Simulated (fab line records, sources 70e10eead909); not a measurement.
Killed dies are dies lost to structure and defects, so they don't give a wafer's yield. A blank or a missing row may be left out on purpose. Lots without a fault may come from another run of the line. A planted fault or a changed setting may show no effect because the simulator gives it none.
Which tool did it? | flow nand_harc | 14 lots, 42 wafers sampled, at 5 steps of a route of 1302

WHAT THE GAUGES READ, wafer by wafer
NHARC_END_SORT_01. Usual: killed_at_array 55, standard deviation 20; killed_at_other 0.7, standard deviation 0.96; killed_at_periphery 4.1, standard deviation 2.4; killed_dies 60, standard deviation 20; killed_open 3.3, standard deviation 1.9; killed_short 2.8, standard deviation 1.6.
lot  | measured     | on        | killed_at_array | killed_at_other | killed_at_periphery | killed_dies | killed_open | killed_short | flag
L356 | day 26 07:04 | prober-01 | 87 72 79        | 0 0 1           | 1 2 0               | 88 74 80    | 1 0 3       | 3 1 3        |
L358 | day 26 21:12 | prober-02 | 66 63 52        | 2 0 0           | 5 4 3               | 73 67 55    | 4 5 2       | 4 1 3        |
L362 | day 29 00:48 | prober-02 | 35 33 35        | 0 3 2           | 6 7 5               | 41 43 42    | 1 3 7       | 2 1 6        |
L363 | day 29 18:56 | prober-01 | 64 55 62        | 3 1 3           | 5 8 9               | 72 64 74    | 3 2 3       | 1 3 3        |
L368 | day 31 21:07 | prober-01 | 154 153 172     | 0 0 0           | 7 0 8               | 161 153 180 | 2 3 6       | 2 0 6        | OFF
L369 | day 32 04:08 | prober-01 | 169 149 175     | 0 0 0           | 1 0 1               | 170 149 176 | 3 1 2       | 2 0 4        | OFF

WHICH TOOL RAN EACH LOT (tool, then ch and the chambers of the sampled wafers, then the start)
lot  | NHARC_A_ONON_D2_DEP_19           | NHARC_THIN_TSV_DEP_47           | NHARC_THIN_TSV_DEGAS_49      | NHARC_THIN_TSV_PRE_CLEAN_50
L352 | pecvd_onon-01 ch 0, day 13 02:22 | pecvd-04 ch 1,2, day 24 11:50   | pvd_sputter-01, day 24 12:43 | pvd_sputter-01, no start
L353 | pecvd_onon-02 ch 0, day 13 11:31 | pecvd-02 ch 0,1, day 24 16:38   | pvd_sputter-01, day 24 17:34 | pvd_sputter-01, no start
L356 | pecvd_onon-04 ch 0, day 14 12:49 | pecvd-03 ch 0,2, day 25 18:50   | pvd_sputter-03, day 25 19:55 | pvd_sputter-03, day 26 07:04 or earlier
L358 | pecvd_onon-04 ch 0, day 15 07:23 | pecvd-04 ch 0,2, day 26 05:50   | pvd_sputter-02, day 26 06:49 | pvd_sputter-02, day 26 21:12 or earlier
L359 | pecvd_onon-01 ch 0, day 16 19:02 | pecvd-02 ch 0,1,2, day 27 16:45 | pvd_sputter-03, day 27 17:38 | pvd_sputter-03, no start
L360 | pecvd_onon-04 ch 0, day 16 19:03 | pecvd-04 ch 0,1,2, day 27 23:59 | pvd_sputter-01, day 28 00:55 | pvd_sputter-01, no start
L362 | pecvd_onon-04 ch 0, day 17 00:11 | pecvd-04 ch 1,2, day 28 08:19   | pvd_sputter-01, day 28 09:17 | pvd_sputter-01, day 29 00:48 or earlier
L363 | pecvd_onon-04 ch 0, day 18 04:32 | pecvd-03 ch 0,2, day 29 04:46   | pvd_sputter-02, day 29 05:43 | pvd_sputter-02, day 29 18:56 or earlier
L364 | pecvd_onon-02 ch 0, day 18 18:42 | pecvd-04 ch 0,1,2, day 29 12:46 | pvd_sputter-02, day 29 13:36 | pvd_sputter-02, no start
L365 | pecvd_onon-01 ch 0, day 18 18:53 | pecvd-03 ch 0,1,2, day 30 03:55 | pvd_sputter-02, day 30 05:16 | pvd_sputter-02, no start
L367 | pecvd_onon-01 ch 0, day 19 10:48 | pecvd-03 ch 0,1, day 30 04:50   | pvd_sputter-01, day 30 06:01 | pvd_sputter-01, no start
L368 | pecvd_onon-04 ch 0, day 19 23:02 | pecvd-03 ch 0,1,2, day 31 07:23 | pvd_sputter-03, day 31 08:19 | pvd_sputter-03, day 31 21:07 or earlier
L369 | pecvd_onon-04 ch 0, day 20 14:51 | pecvd-04 ch 0,2, day 31 12:20   | pvd_sputter-01, day 31 13:16 | pvd_sputter-01, day 32 04:08 or earlier
L374 | pecvd_onon-01 ch 0, day 22 14:04 | pecvd-04 ch 0,2, day 33 15:25   | pvd_sputter-02, day 33 16:36 | pvd_sputter-02, no start
- NHARC_A_ONON_D2_DEP_19: target thk 1000 nm.
- NHARC_THIN_TSV_DEP_47: deposits SiO2, target thk 200 nm.
- NHARC_THIN_TSV_DEGAS_49: time 120 s.
- NHARC_THIN_TSV_PRE_CLEAN_50: time 30 s.

WHAT THE TOOLS THEMSELVES READ (means of the sampled wafers that have a number; where no wafer has one, the mark that the record gives instead)
NHARC_THIN_TSV_DEP_47. Usual: rf_fwd_power_W 897.9 W, standard deviation 2.7; throttle_valve_pct 15.7 %, standard deviation 0.45.
lot  | tool     | rf_fwd_power_W (W) | throttle_valve_pct (%) | flag
L352 | pecvd-04 | 899.6              | 16.0                   |
L353 | pecvd-02 | 898.1              | 15.8                   |
L356 | pecvd-03 | 897.8              | 15.7                   |
L358 | pecvd-04 | 900.3              | 15.8                   |
L359 | pecvd-02 | 898.2              | 15.7                   |
L360 | pecvd-04 | 899.0              | 15.6                   |
L362 | pecvd-04 | 897.8              | 15.7                   |
L363 | pecvd-03 | 898.3              | 15.8                   |
L364 | pecvd-04 | 896.7              | 15.9                   |
L365 | pecvd-03 | 897.8              | 15.3                   |
L367 | pecvd-03 | 894.8              | 16.0                   |
L368 | pecvd-03 | 894.8              | 15.7                   |
L369 | pecvd-04 | 895.0              | 15.8                   |
L374 | pecvd-04 | 896.8              | 15.9                   |

NHARC_THIN_TSV_DEGAS_49. Usual: heater_power_w 485 W, standard deviation 53.
lot  | tool           | heater_power_w (W) | flag
L352 | pvd_sputter-01 | 537                |
L353 | pvd_sputter-01 | 513                |
L356 | pvd_sputter-03 | 445                |
L358 | pvd_sputter-02 | 431                |
L359 | pvd_sputter-03 | 446                |
L360 | pvd_sputter-01 | 538                |
L362 | pvd_sputter-01 | 531                |
L363 | pvd_sputter-02 | 458                |
L364 | pvd_sputter-02 | 420                |
L365 | pvd_sputter-02 | 451                |
L367 | pvd_sputter-01 | 513                |
L368 | pvd_sputter-03 | 410                |
L369 | pvd_sputter-01 | 539                |
L374 | pvd_sputter-02 | 439                |

NHARC_THIN_TSV_PRE_CLEAN_50. Usual: heater_power_w 428 W, standard deviation 50.
lot  | tool           | heater_power_w (W) | flag
L352 | pvd_sputter-01 | 471                |
L353 | pvd_sputter-01 | 488                |
L356 | pvd_sputter-03 | 378                |
L358 | pvd_sputter-02 | 394                |
L359 | pvd_sputter-03 | 400                |
L360 | pvd_sputter-01 | 451                |
L362 | pvd_sputter-01 | 471                |
L363 | pvd_sputter-02 | 380                |
L364 | pvd_sputter-02 | 400                |
L365 | pvd_sputter-02 | 413                |
L367 | pvd_sputter-01 | 479                |
L368 | pvd_sputter-03 | 383                |
L369 | pvd_sputter-01 | 485                |
L374 | pvd_sputter-02 | 388                |

THE ANSWER, worked out from the rows above alone
Rule: a lot is off if the mean of its wafers that have a number lies more than 3 standard deviations from the usual mean. A lot without any number at a reading at which 4 lots or more have one is off too. The other lots that the step has rows for count as sound. The gauges are gone through in route order, then the tools' own readings, and for those a lot's mean is taken as printed above. The first step at which some lot is off is used, and at that step the reading that is off furthest; a lot without a number counts as furthest.
Off: L368, L369, at NHARC_END_SORT_01 (killed_at_array). Neither off nor sound, because the step has no rows for them: L352, L353, L359, L360, L364, L365, L367, L374.
A tool fits if, at a process step before that reading, it ran every lot that is off, and no sound lot after the first of them. The gauges at NHARC_END_SORT_01 are tried like those tools. NHARC_THIN_TSV_PRE_CLEAN_50 gives no start for some lots, so the hours and the order of its lots are those of NHARC_END_SORT_01. Can't be told from this: 2 tools fit, pecvd_onon-04 at NHARC_A_ONON_D2_DEP_19, prober-01 at NHARC_END_SORT_01.

WHAT THE SIMULATOR HAD PUT IN
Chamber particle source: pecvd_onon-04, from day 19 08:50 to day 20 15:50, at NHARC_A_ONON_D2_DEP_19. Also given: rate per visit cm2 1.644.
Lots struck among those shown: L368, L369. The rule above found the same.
